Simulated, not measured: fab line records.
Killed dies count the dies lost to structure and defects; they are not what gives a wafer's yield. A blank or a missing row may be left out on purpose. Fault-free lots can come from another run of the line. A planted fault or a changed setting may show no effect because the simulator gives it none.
fab line records	flow n5Finfet
record: lots: 7	wafers: 21
route steps=1938 shown WELL_APT@21 PMOS_HMC_CHANNEL_EPI@63 FIN_SAQP@96 SD_EPI_N@263
startH: hours from the record's opening day to when the first of the lot's shown wafers began	waitH: hours from the lot's prior step to this one	" repeats the value in the row above	L1.1+2: a single row standing in for several wafers	- no value, or no start was given	* or withheld: withheld	< > ~ a bound
route shown NAME@n: NAME is a module with steps in the file, n the number in the route of the first one	usual: the fault-free wafers' mean and standard deviation	same: alike in all rows	chamber/n: place in a boat	sites: readings site by site	_std_site: the values' standard deviation	_edge_site: mean of outer sites minus mean of inner sites	radiusMm: for every site, how far away it sits from the centre of the wafer	mask NAME#n: copy n	behind: the most recent tool/chamber to have shaped the wafer	hold: the reason the lot was held/the length of the hold in hours/how it ended	device: the n, p or np transistor that did not switch	end of line: tests of these same wafers at the route's end	a step with no rows: only its recipe	killed: dies lost to structure and defects at the first sort, not the wafer's yield	map: shows each die of a wafer: x if killed, . if not, _ if none is there
set.NAME: setting as actually run; set.NAME@STEP: the setting as run at that earlier step	model.NAME: the simulator's own value behind a step, which no gauge read
lots whose settings were changed on purpose; a table a step, a row a wafer
== steps ==
step: N5_WELL_APT_COAT_02
recipe: spinRpm: 1357	resistThkNm: 950
lot.wafer	tool	chamber	startH	waitH	set.spinRpm	model.coat_of_WELL_APT_COAT_02.thkNm
L077.2	lithoTrack-02	0	-	-	1357	953.4
L077.5	"	0	"	"	1357	952.7
L077.6	"	0	"	"	1357	951.4
L080.2	lithoTrack-01	0	-	-	1357	947.7
L080.3	"	0	"	"	1412	929
L080.5	"	0	"	"	1357	951.4
L085.2	lithoTrack-03	0	-	-	1357	945.9
L085.3	"	0	"	"	1357	949.7
L085.5	"	0	"	"	1357	950.2
L090.2	lithoTrack-01	0	-	-	1357	951.8
L090.4	"	0	"	"	1357	954.1
L090.6	"	0	"	"	1213	1007
L093.1	lithoTrack-03	0	-	-	1239	998.8
L093.5	"	0	"	"	1357	950.4
L093.6	"	0	"	"	1239	998
L096.3	lithoTrack-02	0	-	-	1357	949.3
L096.4	"	0	"	"	1238	993.2
L096.6	"	0	"	"	1357	949.7
L097.3	lithoTrack-02	0	-	-	1357	946.7
L097.5	"	0	"	"	1357	947.5
L097.6	"	0	"	"	1357	948.9
step: N5_PMOS_HMC_CHANNEL_EPI_PEB_07
recipe: pebTempC: 110	pebTimeS: 60	resist: CAR-ArF-block
lot.wafer	tool	chamber	startH	waitH	set.pebTimeS
L077.2+5	lithoTrack-01	0	35.32	0.0	71.19
L077.6	"	0	"	"	60
L080.2+3+5	lithoTrack-04	0	53.37	0.0	60
L085.2+3+5	lithoTrack-04	0	83.95	0.0	60
L090.2+4	lithoTrack-01	0	112.81	0.0	65.54
L090.6	"	0	"	"	60
L093.1	lithoTrack-05	0	131.65	0.1	46.85
L093.5+6	"	0	"	"	60
L096.3+4+6	lithoTrack-05	0	150.14	0.0	60
L097.3+5	lithoTrack-04	0	155.63	0.0	60
L097.6	"	0	"	"	47.12
step: N5_PMOS_HMC_CHANNEL_EPI_DEVELOP_08
recipe: developTimeS: 30	developer: TMAH	resist: CAR-ArF-block	devTempC: 23	rinseLiquid: diw	dry: airSpin
lot.wafer	tool	chamber	startH	waitH	set.developTimeS
L077.2+6	lithoTrack-01	0	-	-	32.4
L077.5	"	0	"	"	30
L080.2+3+5	lithoTrack-04	0	-	-	30
L085.2+3+5	lithoTrack-04	0	-	-	30
L090.2+4	lithoTrack-01	0	-	-	30
L090.6	"	0	"	"	33.75
L093.1+5	lithoTrack-05	0	-	-	27.77
L093.6	"	0	"	"	30
L096.3+4+6	lithoTrack-05	0	-	-	24.59
L097.3	lithoTrack-04	0	-	-	30
L097.5+6	"	0	"	"	24.44
step: N5_PMOS_HMC_CHANNEL_EPI_CD_MEAS_09
recipe: targetCdNm: 237.4	landingEnergyEv: 500	detector: seInlens
usual: cdNm: 236.7/1.2
lot.wafer	tool	chamber	startH	waitH	set.pebTimeS@PMOS_HMC_CHANNEL_EPI_PEB_07	cdNm
L077.2	cdSem-01	0	35.38	-	71.19	243.0
L077.5	"	0	"	"	71.19	242.1
L077.6	"	0	"	"	60	236.6
L080.2	cdSem-03	0	53.44	-	60	238.3
L080.3	"	0	"	"	60	237.6
L080.5	"	0	"	"	60	236.9
L085.2	cdSem-03	0	84.01	-	60	237.6
L085.3	"	0	"	"	60	236.8
L085.5	"	0	"	"	60	238.2
L090.2	cdSem-03	0	112.88	-	65.54	239.1
L090.4	"	0	"	"	65.54	240.3
L090.6	"	0	"	"	60	237.6
L093.1	cdSem-03	0	131.72	-	46.85	224.7
L093.5	"	0	"	"	60	236.0
L093.6	"	0	"	"	60	237.3
L096.3	cdSem-03	0	150.21	-	60	233.1
L096.4	"	0	"	"	60	236.1
L096.6	"	0	"	"	60	236.6
L097.3	cdSem-01	0	155.70	-	60	237.9
L097.5	"	0	"	"	60	236.0
L097.6	"	0	"	"	47.12	224.9
step: N5_PMOS_HMC_CHANNEL_EPI_DESCUM_14
recipe: chemistry: O2	timeS: 7.9	sourcePowerW: 50	biasPowerW: 20	pressureMtorr: 20	rfFrequencyHz: 2.712e+07	tempC: 40	resist: CAR-ArF-block	o2FlowSccm: 225
lot.wafer	tool	chamber	startH	waitH	set.pebTimeS@PMOS_HMC_CHANNEL_EPI_PEB_07	model.PMOS_HMC_CHANNEL_EPI.cdNm
L077.2	rieDiel-03	1	35.47	0.0	71.19	242.9
L077.5	"	0	"	"	71.19	242
L077.6	"	1	"	"	60	236.5
L080.2	rieDiel-03	1	53.58	0.1	60	238.4
L080.3	"	2	"	"	60	237.6
L080.5	"	3	"	"	60	237.3
L085.2	rieDiel-03	3	84.17	0.1	60	237.4
L085.3	"	2	"	"	60	236.5
L085.5	"	1	"	"	60	238.3
L090.2	rieDiel-03	3	112.96	0.0	65.54	239.8
L090.4	"	3	"	"	65.54	240.2
L090.6	"	0	"	"	60	237.7
L093.1	rieDiel-06	1	132.31	0.5	46.85	224.4
L093.5	"	1	"	"	60	235.8
L093.6	"	0	"	"	60	236.8
L096.3	rieDiel-04	3	150.29	0.0	60	233
L096.4	"	1	"	"	60	236.1
L096.6	"	3	"	"	60	236.5
L097.3	rieDiel-06	1	155.78	0.0	60	237.7
L097.5	"	3	"	"	60	235.8
L097.6	"	0	"	"	47.12	224.9
step: N5_PMOS_HMC_CHANNEL_EPI_ETCH_32
recipe: chemistry: N2/H2	target: BARC	stopOn: SiO2	targetDepthA: 858	overEtchFrac: 0.3	timeS: 50.3	ionEnergyEv: 200	maskMaterial: CAR-ArF-block	pressureMtorr: 30	sourceW: 840	biasW: 150	n2FlowSccm: 200	h2FlowSccm: 200
lot.wafer	tool	chamber	startH	waitH	set.pebTimeS@PMOS_HMC_CHANNEL_EPI_PEB_07	model.PMOS_HMC_CHANNEL_EPI.cdNm
L077.2	rieDiel-03	1	35.50	0.0	71.19	244.9
L077.5	"	0	"	"	71.19	242.1
L077.6	"	1	"	"	60	239
L080.2	rieDiel-03	1	53.61	0.0	60	240
L080.3	"	2	"	"	60	239.9
L080.5	"	3	"	"	60	238.9
L085.2	rieDiel-03	3	84.20	0.0	60	240
L085.3	"	2	"	"	60	240.2
L085.5	"	1	"	"	60	240.6
L090.2	rieDiel-03	3	113.00	0.0	65.54	242.1
L090.4	"	3	"	"	65.54	242.5
L090.6	"	0	"	"	60	238.3
L093.1	rieDiel-06	1	132.34	0.0	46.85	227.4
L093.5	"	1	"	"	60	238.2
L093.6	"	0	"	"	60	239.7
L096.3	rieDiel-04	3	150.33	0.0	60	236.3
L096.4	"	1	"	"	60	238.6
L096.6	"	3	"	"	60	240.1
L097.3	rieDiel-06	1	155.82	0.0	60	240.6
L097.5	"	3	"	"	60	237.6
L097.6	"	0	"	"	47.12	227.3
step: N5_FIN_SAQP_HM_DEP_03
recipe: material: SiNx	targetThkA: 380	tempC: 400	precursor: SiH4/NH3/N2	pressureTorr: 1.5	rfW: 300	timeS: 33.6
lot.wafer	tool	chamber	startH	waitH	set.timeS	model.SiNx_of_FIN_SAQP_HM_DEP_03.thkNm
L077.2	pecvd-01	1	39.41	0.2	38.23	43.26
L077.5	"	0	"	"	38.23	43.54
L077.6	"	1	"	"	33.6	38.54
L080.2	pecvd-01	0	56.86	0.2	37.58	41.77
L080.3	"	1	"	"	37.58	42.51
L080.5	"	2	"	"	33.6	38.13
L085.2	pecvd-01	1	87.45	0.2	33.6	38.38
L085.3	"	2	"	"	33.6	38.23
L085.5	"	2	"	"	33.6	39.12
L090.2	pecvd-04	2	118.78	0.2	36.29	40.1
L090.4	"	2	"	"	33.6	37.39
L090.6	"	1	"	"	33.6	38.1
L093.1	pecvd-01	2	136.38	0.2	33.6	38.39
L093.5	"	0	"	"	33.6	39.04
L093.6	"	1	"	"	33.6	39.41
L096.3	pecvd-02	1	153.62	0.1	33.6	38.11
L096.4	"	1	"	"	33.6	38.26
L096.6	"	2	"	"	35.7	41.81
L097.3	pecvd-01	2	159.30	0.1	33.6	37.77
L097.5	"	2	"	"	28.99	33.14
L097.6	"	1	"	"	33.6	38.04
step: N5_FIN_SAQP_THK_MEAS_05
usual: thkNm: 38.3/0.52
lot.wafer	tool	chamber	startH	waitH	set.timeS@FIN_SAQP_HM_DEP_03	thkNm
L077.2	filmMetro-01	-	39.52	0.1	38.23	43.2
L077.5	"	-	"	"	38.23	43.5
L077.6	"	-	"	"	33.6	38.5
L080.2	filmMetro-01	-	56.95	0.1	37.58	41.8
L080.3	"	-	"	"	37.58	42.5
L080.5	"	-	"	"	33.6	38.2
L085.2	filmMetro-02	-	87.53	0.1	33.6	38.4
L085.3	"	-	"	"	33.6	38.2
L085.5	"	-	"	"	33.6	39.1
L090.2	filmMetro-02	-	118.87	0.1	36.29	40.1
L090.4	"	-	"	"	33.6	37.4
L090.6	"	-	"	"	33.6	38.1
L093.1	filmMetro-02	-	136.46	0.1	33.6	38.4
L093.5	"	-	"	"	33.6	39.0
L093.6	"	-	"	"	33.6	39.4
L096.3	filmMetro-02	-	153.71	0.1	33.6	38.1
L096.4	"	-	"	"	33.6	38.3
L096.6	"	-	"	"	35.7	41.8
L097.3	filmMetro-02	-	159.39	0.1	33.6	37.8
L097.5	"	-	"	"	28.99	33.2
L097.6	"	-	"	"	33.6	38.0
step: N5_FIN_SAQP_PECVD_47
recipe: material: a-Si	targetThkA: 450	tempC: 400	precursor: SiH4/He	pressureTorr: 3	rfW: 100	timeS: 36.3
lot.wafer	tool	chamber	startH	waitH	set.timeS	model.a-Si_of_FIN_SAQP_PECVD_47.thkNm
L077.2	pecvd-02	0	39.56	0.0	36.3	45.09
L077.5	"	1	"	"	37.91	48.85
L077.6	"	0	"	"	36.3	45.59
L080.2	pecvd-02	2	56.99	0.0	31.71	38.86
L080.3	"	1	"	"	36.3	46.08
L080.5	"	2	"	"	31.71	39.32
L085.2	pecvd-02	0	87.57	0.0	36.3	44.85
L085.3	"	1	"	"	36.3	45.24
L085.5	"	0	"	"	36.3	46.11
L090.2	pecvd-01	2	118.90	0.0	36.3	44.53
L090.4	"	2	"	"	36.3	45.49
L090.6	"	0	"	"	36.3	44.96
L093.1	pecvd-04	0	136.50	0.0	36.3	46.24
L093.5	"	1	"	"	36.3	44.95
L093.6	"	0	"	"	36.3	46.4
L096.3	pecvd-04	0	153.75	0.0	36.3	46.03
L096.4	"	2	"	"	36.3	45.61
L096.6	"	0	"	"	36.3	46.84
L097.3	pecvd-04	2	159.44	0.1	41.36	51.61
L097.5	"	2	"	"	36.3	45.31
L097.6	"	0	"	"	36.3	46
step: N5_FIN_SAQP_PECVD_48
recipe: material: SiNx	targetThkA: 250	tempC: 400	precursor: SiH4/NH3/N2	pressureTorr: 1.5	rfW: 300	timeS: 22.1
step: N5_FIN_SAQP_PECVD_06
recipe: material: a-Si	targetThkA: 600	tempC: 400	precursor: SiH4/He	pressureTorr: 3	rfW: 100	timeS: 48.1
step: N5_FIN_SAQP_ETCH_57
recipe: chemistry: CH3F/O2	target: SiNx	maskMaterial: SiO2	targetDepthA: 325	timeS: 46.4	pressureMtorr: 30	sourceW: 395	biasW: 73	Ar_flow_sccm: 150	CH3F_flow_sccm: 30	O2_flow_sccm: 20	ionEnergyEv: 120	ends: cleared
step: N5_FIN_SAQP_ETCH_65
recipe: chemistry: CF4	target: SiO2	targetDepthA: 40	ionEnergyEv: 350	timeS: 4.4	pressureMtorr: 10	icpW: 800	biasW: 400	cf4FlowSccm: 80
step: N5_FIN_SAQP_MANDREL_ETCH_58
recipe: chemistry: HBr/Cl2	target: a-Si	targetDepthA: 450	btTimeS: 10	stopOn: SiNx	maskMaterial: SiO2	overEtchFrac: 0.8	timeS: 27	pressureMtorr: 10	icpW: 800	biasW: 75	HBr_flow_sccm: 150	Cl2_flow_sccm: 80	ends: endPoint
usual: oesProductAu: 0.699/0.009
lot.wafer	tool	chamber	startH	waitH	set.timeS@FIN_SAQP_HM_DEP_03	set.timeS@FIN_SAQP_PECVD_47	oesProductAu	model.SiNx_of_FIN_SAQP_HM_DEP_03.thkNm	model.etch.depthNm
L077.2	rieSi-06	0	43.06	0.0	38.23	36.3	0.704	43.26	45.09
L077.5	"	0	"	"	38.23	37.91	0.727	43.54	48.85
L077.6	"	1	"	"	33.6	36.3	0.707	38.54	45.59
L080.2	rieSi-01	0	59.94	0.0	37.58	31.71	0.647	41.4	38.86
L080.3	"	1	"	"	37.58	36.3	0.714	42.51	46.08
L080.5	"	2	"	"	33.6	31.71	0.648	38.13	39.32
L085.2	rieSi-06	2	90.64	0.0	33.6	36.3	0.701	38.38	44.85
L085.3	"	3	"	"	33.6	36.3	0.689	38.23	45.24
L085.5	"	1	"	"	33.6	36.3	0.711	39.12	46.11
L090.2	rieSi-05	2	122.35	0.0	36.29	36.3	0.704	39.8	44.53
L090.4	"	0	"	"	33.6	36.3	0.699	37.4	45.49
L090.6	"	0	"	"	33.6	36.3	0.690	38	44.96
L093.1	rieSi-06	1	139.67	0.0	33.6	36.3	0.716	38.39	46.24
L093.5	"	1	"	"	33.6	36.3	0.692	39.04	44.95
L093.6	"	2	"	"	33.6	36.3	0.713	39.41	46.4
L096.3	rieSi-05	3	156.70	0.0	33.6	36.3	0.698	38	46.03
L096.4	"	1	"	"	33.6	36.3	0.709	38.2	45.61
L096.6	"	0	"	"	35.7	36.3	0.710	41.8	46.84
L097.3	rieSi-06	1	162.76	0.0	33.6	41.36	0.756	37.77	51.61
L097.5	"	2	"	"	28.99	36.3	0.704	33.14	45.31
L097.6	"	3	"	"	33.6	36.3	0.699	38.04	46
step: N5_FIN_SAQP_RECESS_63
recipe: chemistry: HF/NH3	target: SiO2	targetDepthA: 180	afsCycles: 3	tempC: 30	sublimationTempC: 180	sublimationTimeS: 60
step: N5_FIN_SAQP_COAT_68
recipe: resist: SOC	tempC: 250	timeS: 60	spinRpm: 1500	resistThkNm: 100
step: N5_FIN_SAQP_MANDREL2_REMOVE_60
recipe: chemistry: HBr/Cl2/O2	btTimeS: 10	target: a-Si	stopOn: SiNx	endpoint: OES-SiCl	overEtchFrac: 1	icpW: 600	biasW: 22	HBr_flow_sccm: 150	Cl2_flow_sccm: 80	O2_flow_sccm: 5	pressureMtorr: 10
step: N5_FIN_SAQP_HM_OPEN_33
recipe: chemistry: CH3F/O2	target: SiNx	maskMaterial: SiO2	targetDepthA: 494	timeS: 70.6	pressureMtorr: 30	sourceW: 395	biasW: 73	Ar_flow_sccm: 150	CH3F_flow_sccm: 30	O2_flow_sccm: 20	ionEnergyEv: 120	ends: cleared
usual: etchRfOnTimeS: 70.0/1.7
lot.wafer	tool	chamber	startH	waitH	set.timeS@FIN_SAQP_HM_DEP_03	etchRfOnTimeS	model.etch.depthNm
L077.2	rieDiel-05	2	44.48	0.0	38.23	77.6	42.63
L077.5	"	2	"	"	38.23	77.8	42.91
L077.6	"	1	"	"	33.6	71.9	37.91
L080.2	rieDiel-01	3	61.50	0.0	37.58	75.0	40.82
L080.3	"	1	"	"	37.58	75.6	41.88
L080.5	"	0	"	"	33.6	70.9	37.5
L085.2	rieDiel-01	3	93.13	0.0	33.6	69.9	37.75
L085.3	"	2	"	"	33.6	69.2	37.6
L085.5	"	0	"	"	33.6	72.4	38.49
L090.2	rieDiel-05	3	124.02	0.1	36.29	75.8	39.23
L090.4	"	1	"	"	33.6	69.4	36.7
L090.6	"	0	"	"	33.6	71.5	37.41
L093.1	rieDiel-01	0	141.16	0.1	33.6	71.2	37.77
L093.5	"	2	"	"	33.6	71.2	38.41
L093.6	"	0	"	"	33.6	72.5	38.79
L096.3	rieDiel-05	2	158.24	0.0	33.6	67.9	37.45
L096.4	"	0	"	"	33.6	72.9	37.57
L096.6	"	2	"	"	35.7	74.3	41.11
L097.3	rieDiel-02	2	165.10	0.1	33.6	69.5	37.14
L097.5	"	2	"	"	28.99	60.7	32.52
L097.6	"	3	"	"	33.6	68.5	37.41
step: N5_FIN_SAQP_ETCH_34
recipe: chemistry: C4F6/O2	target: SiO2	targetDepthA: 450	timeS: 15	ionEnergyEv: 250	pressureMtorr: 30	sourceW: 345	biasW: 185	Ar_flow_sccm: 300	C4F6_flow_sccm: 10	O2_flow_sccm: 10	ends: cleared
step: N5_FIN_SAQP_STRIP_77
recipe: chemistry: N2/H2	timeS: 90	powerW: 100	tempC: 40	pressureMtorr: 100	rfFrequencyHz: 6e+07	biasPowerW: 3	n2FlowSccm: 300	h2FlowSccm: 300
step: N5_FIN_SAQP_ETCH_64
recipe: chemistry: CF4	target: SiO2	targetDepthA: 15	ionEnergyEv: 350	pressureMtorr: 10	icpW: 800	biasW: 400	cf4FlowSccm: 80
step: N5_FIN_SAQP_FIN_ETCH_36
recipe: chemistry: HBr/Cl2/O2	targetDepthA: 1200	maskMaterial: SiNx	timeS: 50.4	biasW: 102	pressureMtorr: 10	icpW: 800	HBr_flow_sccm: 150	Cl2_flow_sccm: 80	O2_flow_sccm: 12
lot.wafer	tool	chamber	startH	waitH	set.timeS@FIN_SAQP_HM_DEP_03	model.SiNx_of_FIN_SAQP_HM_DEP_03.thkNm
L077.2	rieSi-05	2	44.77	0.0	38.23	26.2
L077.5	"	2	"	"	38.23	26.4
L077.6	"	1	"	"	33.6	21.6
L080.2	rieSi-05	0	61.78	0.0	37.58	24.8
L080.3	"	3	"	"	37.58	26.2
L080.5	"	2	"	"	33.6	21
L085.2	rieSi-05	0	93.42	0.0	33.6	21.6
L085.3	"	1	"	"	33.6	21.2
L085.5	"	2	"	"	33.6	22
L090.2	rieSi-06	0	124.31	0.0	36.29	23.4
L090.4	"	3	"	"	33.6	20.6
L090.6	"	2	"	"	33.6	21
L093.1	rieSi-06	1	141.45	0.0	33.6	22.2
L093.5	"	0	"	"	33.6	22.6
L093.6	"	3	"	"	33.6	22.4
L096.3	rieSi-06	3	158.53	0.0	33.6	21.2
L096.4	"	2	"	"	33.6	21.4
L096.6	"	2	"	"	35.7	25
L097.3	rieSi-06	1	165.39	0.0	33.6	21.8
L097.5	"	2	"	"	28.99	16.4
L097.6	"	3	"	"	33.6	21.2
step: N5_SD_EPI_N_COAT_33
recipe: resist: SiARC	tempC: 220	timeS: 60	spinRpm: 1500	resistThkNm: 35
lot.wafer	tool	chamber	startH	waitH	set.spinRpm	model.SiARC_of_SD_EPI_N_COAT_33.thkNm
L077.2	lithoTrack-03	0	-	-	1500	34.8
L077.5	"	0	"	"	1500	35
L077.6	"	0	"	"	1377	36.6
L080.2	lithoTrack-03	0	-	-	1454	35.4
L080.3+5	"	0	"	"	1500	34.8
L085.2+5	lithoTrack-01	0	-	-	1500	35.2
L085.3	"	0	"	"	1500	35
L090.2+4	lithoTrack-03	0	-	-	1500	34.8
L090.6	"	0	"	"	1500	35
L093.1+5+6	lithoTrack-01	0	-	-	1500	35
L096.3+4+6	lithoTrack-02	0	-	-	1500	34.8
L097.3+5	lithoTrack-01	0	-	-	1431	35.8
L097.6	"	0	"	"	1500	35
== key ==
split: step: N5_WELL_APT_COAT_02	setting: spinRpm	stated: 1357	by: wafer
response: step: N5_WELL_APT_COAT_02	reading: model.coat_of_WELL_APT_COAT_02.thkNm	change: -5.17	per: 1%	r: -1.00
split: step: N5_PMOS_HMC_CHANNEL_EPI_PEB_07	setting: pebTimeS	stated: 60	by: wafer
response: step: N5_PMOS_HMC_CHANNEL_EPI_CD_MEAS_09	reading: cdNm	change: +0.474	per: 1%	r: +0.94
response: step: N5_PMOS_HMC_CHANNEL_EPI_DESCUM_14	reading: model.PMOS_HMC_CHANNEL_EPI.cdNm	change: +0.474	per: 1%	r: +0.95
response: step: N5_PMOS_HMC_CHANNEL_EPI_ETCH_32	reading: model.PMOS_HMC_CHANNEL_EPI.cdNm	change: +0.458	per: 1%	r: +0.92
split: step: N5_PMOS_HMC_CHANNEL_EPI_DEVELOP_08	setting: developTimeS	stated: 30	by: wafer
response none clear
split: step: N5_FIN_SAQP_HM_DEP_03	setting: timeS	stated: 33.6	by: wafer
response: step: N5_FIN_SAQP_HM_DEP_03	reading: model.SiNx_of_FIN_SAQP_HM_DEP_03.thkNm	change: +0.356	per: 1%	r: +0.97
response: step: N5_FIN_SAQP_THK_MEAS_05	reading: thkNm	change: *	per: 1%	r: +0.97
response: step: N5_FIN_SAQP_MANDREL_ETCH_58	reading: model.SiNx_of_FIN_SAQP_HM_DEP_03.thkNm	change: +0.35	per: 1%	r: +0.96
response: step: N5_FIN_SAQP_HM_OPEN_33	reading: etchRfOnTimeS	change: *	per: 1%	r: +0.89
response: step: N5_FIN_SAQP_HM_OPEN_33	reading: model.etch.depthNm	change: +0.35	per: 1%	r: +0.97
response: step: N5_FIN_SAQP_FIN_ETCH_36	reading: model.SiNx_of_FIN_SAQP_HM_DEP_03.thkNm	change: +0.373	per: 1%	r: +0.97
split: step: N5_FIN_SAQP_PECVD_47	setting: timeS	stated: 36.3	by: wafer
response: step: N5_FIN_SAQP_PECVD_47	reading: model.a-Si_of_FIN_SAQP_PECVD_47.thkNm	change: +0.5	per: 1%	r: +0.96
response: step: N5_FIN_SAQP_MANDREL_ETCH_58	reading: oesProductAu	change: +0.00452	per: 1%	r: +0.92
response: step: N5_FIN_SAQP_MANDREL_ETCH_58	reading: model.etch.depthNm	change: +0.5	per: 1%	r: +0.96
split: step: N5_SD_EPI_N_COAT_33	setting: spinRpm	stated: 1500	by: wafer
response: step: N5_SD_EPI_N_COAT_33	reading: model.SiARC_of_SD_EPI_N_COAT_33.thkNm	change: -0.199	per: 1%	r: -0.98
